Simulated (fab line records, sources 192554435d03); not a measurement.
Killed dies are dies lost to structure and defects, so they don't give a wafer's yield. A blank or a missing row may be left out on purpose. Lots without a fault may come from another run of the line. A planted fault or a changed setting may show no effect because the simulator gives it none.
Which tool did it? | flow n5_finfet | 11 lots, 30 wafers sampled, at 5 steps of a route of 1938

WHAT THE GAUGES READ, wafer by wafer
N5_BEOL_M11_INSPECT_13: inspects for defects (brightfield). Usual: raw_defect_count 405, standard deviation 94.
lot  | measured     | on                | raw_defect_count | flag
L666 | day 10 16:44 | defect_inspect-02 | 496 482 520      |
L671 | day 11 05:11 | defect_inspect-02 | 468 320 496      |
L672 | day 11 15:40 | defect_inspect-01 | 388 328 322      |
L673 | day 11 19:34 | defect_inspect-02 | 483 467 545      |
L674 | day 11 20:48 | defect_inspect-01 | 298 454 336      |
L677 | day 13 01:02 | defect_inspect-01 | 359 256 344      |
L678 | day 13 10:05 | defect_inspect-02 | 351 282          |
L679 | day 14 03:43 | defect_inspect-01 | 386 297 390      |
L680 | day 14 08:25 | defect_inspect-01 | 386 474 583      |
L683 | day 14 17:58 | defect_inspect-01 | 338 296          |
L687 | day 15 13:34 | defect_inspect-02 | 522 559          |

N5_BEOL_M12_OVL_MEAS_11. Usual: V11_OVL -1 nm, standard deviation 6.7.
lot  | measured     | on         | V11_OVL (nm) | flag
L666 | day 10 22:28 | overlay-02 | 3 -8 3       |
L671 | day 11 11:37 | overlay-02 | -4 -3 -7     |
L672 | day 11 22:15 | overlay-01 | -8 3 -6      |
L673 | day 12 02:04 | overlay-01 | 10 -1 -3     |
L674 | day 12 02:37 | overlay-01 | -5 12 -2     |
L677 | day 13 05:41 | overlay-02 | -7 5 -8      |
L678 | day 13 16:01 | overlay-02 | -5 -7        |
L679 | day 14 10:09 | overlay-02 | -4 5 0       |
L680 | day 14 14:46 | overlay-02 | -2 -2 -3     |
L683 | day 14 22:59 | overlay-02 | -2 -4        |
L687 | day 15 18:48 | overlay-01 | -18 -13      |

WHICH TOOL RAN EACH LOT (tool, then ch and the chambers of the sampled wafers, then the start)
lot  | N5_BEOL_M11_PECVD_70            | N5_BEOL_M11_STRIP_36               | N5_BEOL_M11_CMP_52
L666 | pecvd-02 ch 1,2, day 10 15:58   | rie_diel-03 ch 2,3, day 10 19:04   | cmp-04 ch 0,2,3, day 10 21:28
L671 | pecvd-02 ch 0,1,2, day 11 04:02 | rie_diel-04 ch 1,2, day 11 06:57   | cmp-03 ch 0,1,2, day 11 10:44
L672 | pecvd-03 ch 0,1,2, day 11 12:50 | rie_diel-01 ch 0,3, day 11 18:13   | cmp-01 ch 1,2,3, day 11 21:13
L673 | pecvd-03 ch 0,1,2, day 11 18:40 | rie_diel-01 ch 0,2,3, day 11 21:11 | cmp-04 ch 2,3, day 12 01:07
L674 | pecvd-02 ch 0,2, day 11 20:10   | rie_diel-01 ch 0,1,3, day 11 23:20 | cmp-01 ch 0,1,2, day 12 01:35
L677 | pecvd-03 ch 1,2, day 13 00:05   | rie_diel-03 ch 1,2,3, day 13 02:42 | cmp-03 ch 0,2,3, day 13 04:47
L678 | pecvd-02 ch 1,2, day 13 07:59   | rie_diel-01 ch 0,2, day 13 11:47   | cmp-03 ch 0,3, day 13 14:48
L679 | pecvd-02 ch 0,1,2, day 14 01:29 | rie_diel-01 ch 1,2,3, day 14 04:53 | cmp-03 ch 1,2, day 14 09:07
L680 | pecvd-04 ch 0,2, day 14 06:51   | rie_diel-04 ch 0,2,3, day 14 10:52 | cmp-03 ch 0,3, day 14 13:41
L683 | pecvd-02 ch 0,2, day 14 16:19   | rie_diel-03 ch 1,2, day 14 19:22   | cmp-01 ch 0,1, day 14 21:55
L687 | pecvd-02 ch 1,2, day 15 12:56   | rie_diel-01 ch 1,2, day 15 15:24   | cmp-01 ch 0,2, day 15 17:51
- N5_BEOL_M11_PECVD_70: deposits SiO2 from TEOS/O2, target thk 20 nm, time 22.7 s.
- N5_BEOL_M11_STRIP_36: strips in N2/H2.
- N5_BEOL_M11_CMP_52: polishes, stops on SiCOH lowk, t overpolish 7 s, target thk 140 nm.

WHAT THE TOOLS THEMSELVES READ (means of the sampled wafers that have a number; where no wafer has one, the mark that the record gives instead)
N5_BEOL_M11_PECVD_70. Usual: heater_power_w 662 W, standard deviation 63; showerhead_plenum_p_Torr 8.79 Torr, standard deviation 0.09; showerhead_vpp_V 1294 V, standard deviation 62; throttle_valve_pct 21.9 %, standard deviation 0.62.
lot  | tool     | heater_power_w (W) | showerhead_plenum_p_Torr (Torr) | showerhead_vpp_V (V) | throttle_valve_pct (%) | flag
L666 | pecvd-02 | 726                | 8.75                            | 1258                 | 21.4                   |
L671 | pecvd-02 | 649                | 8.75                            | 1302                 | 21.5                   |
L672 | pecvd-03 | 680                | 8.88                            | 1316                 | 22.2                   |
L673 | pecvd-03 | 736                | 8.88                            | 1301                 | 22.1                   |
L674 | pecvd-02 | 614                | 8.80                            | 1338                 | 21.5                   |
L677 | pecvd-03 | 648                | 8.83                            | 1315                 | 22.7                   |
L678 | pecvd-02 | 716                | 8.71                            | 1242                 | 21.8                   |
L679 | pecvd-02 | 598                | 8.74                            | 1281                 | 21.5                   |
L680 | pecvd-04 | 671                | 8.75                            | 1339                 | 21.9                   |
L683 | pecvd-02 | 656                | 8.76                            | 1339                 | 21.5                   |
L687 | pecvd-02 | 638                | 8.74                            | 1242                 | 21.9                   |

N5_BEOL_M11_STRIP_36. Usual: drypump_motor_current_A 5.6 A, standard deviation 0.44; oes_product_au 0.82 a.u., standard deviation 0.087; rf_vpp_V 59.2 V, standard deviation 1.8; showerhead_plenum_p_Torr 2.51 Torr, standard deviation 0.088; throttle_valve_pct 23.50 %, standard deviation 0.25.
lot  | tool        | drypump_motor_current_A (A) | oes_product_au (a.u.) | rf_vpp_V (V) | showerhead_plenum_p_Torr (Torr) | throttle_valve_pct (%) | flag
L666 | rie_diel-03 | 5.2                         | 0.82                  | 60.0         | 2.57                            | 23.51                  |
L671 | rie_diel-04 | 6.0                         | 0.81                  | 58.5         | 2.49                            | 23.25                  |
L672 | rie_diel-01 | 5.4                         | 0.80                  | 57.8         | 2.59                            | 23.58                  |
L673 | rie_diel-01 | 5.3                         | 0.80                  | 58.8         | 2.52                            | 23.48                  |
L674 | rie_diel-01 | 5.5                         | 0.82                  | 59.9         | 2.54                            | 23.48                  |
L677 | rie_diel-03 | 5.7                         | 0.91                  | 60.2         | 2.56                            | 23.67                  |
L678 | rie_diel-01 | 5.1                         | 0.80                  | 56.5         | 2.46                            | 23.44                  |
L679 | rie_diel-01 | 5.5                         | 0.76                  | 60.1         | 2.50                            | 23.56                  |
L680 | rie_diel-04 | 5.7                         | 0.80                  | 60.5         | 2.48                            | 23.46                  |
L683 | rie_diel-03 | 5.7                         | 0.84                  | 59.7         | 2.58                            | 23.63                  |
L687 | rie_diel-01 | 5.5                         | 0.77                  | 58.0         | 2.44                            | 23.52                  |

N5_BEOL_M11_CMP_52. Usual: barrier_field_endpoint_s 28.4 s, standard deviation 0.79; motor_current_A 6.0 A, standard deviation 0.5.
lot  | tool   | barrier_field_endpoint_s (s) | motor_current_A (A) | flag
L666 | cmp-04 | 28.1                         | 5.8                 |
L671 | cmp-03 | 27.7                         | 6.3                 |
L672 | cmp-01 | 29.1                         | 6.1                 |
L673 | cmp-04 | 29.7                         | 5.8                 |
L674 | cmp-01 | 28.9                         | 5.6                 |
L677 | cmp-03 | 28.0                         | 6.1                 |
L678 | cmp-03 | 28.3                         | 6.3                 |
L679 | cmp-03 | 27.4                         | 6.3                 |
L680 | cmp-03 | 28.9                         | 6.1                 |
L683 | cmp-01 | 21.4                         | 5.4                 | OFF
L687 | cmp-01 | 21.9                         | 5.5                 | OFF

THE ANSWER, worked out from the rows above alone
Rule: a lot is off if the mean of its wafers that have a number lies more than 3 standard deviations from the usual mean. A lot without any number at a reading at which 4 lots or more have one is off too. The other lots that the step has rows for count as sound. The gauges are gone through in route order, then the tools' own readings, and for those a lot's mean is taken as printed above. The first step at which some lot is off is used, and at that step the reading that is off furthest; a lot without a number counts as furthest.
Off: L683, L687, at N5_BEOL_M11_CMP_52 (barrier_field_endpoint_s).
A tool fits if, at that step or a process step before it, it ran every lot that is off, and no sound lot after the first of them. Can't be told from this: 2 tools fit, pecvd-02 at N5_BEOL_M11_PECVD_70, cmp-01 at N5_BEOL_M11_CMP_52.

WHAT THE SIMULATOR HAD PUT IN
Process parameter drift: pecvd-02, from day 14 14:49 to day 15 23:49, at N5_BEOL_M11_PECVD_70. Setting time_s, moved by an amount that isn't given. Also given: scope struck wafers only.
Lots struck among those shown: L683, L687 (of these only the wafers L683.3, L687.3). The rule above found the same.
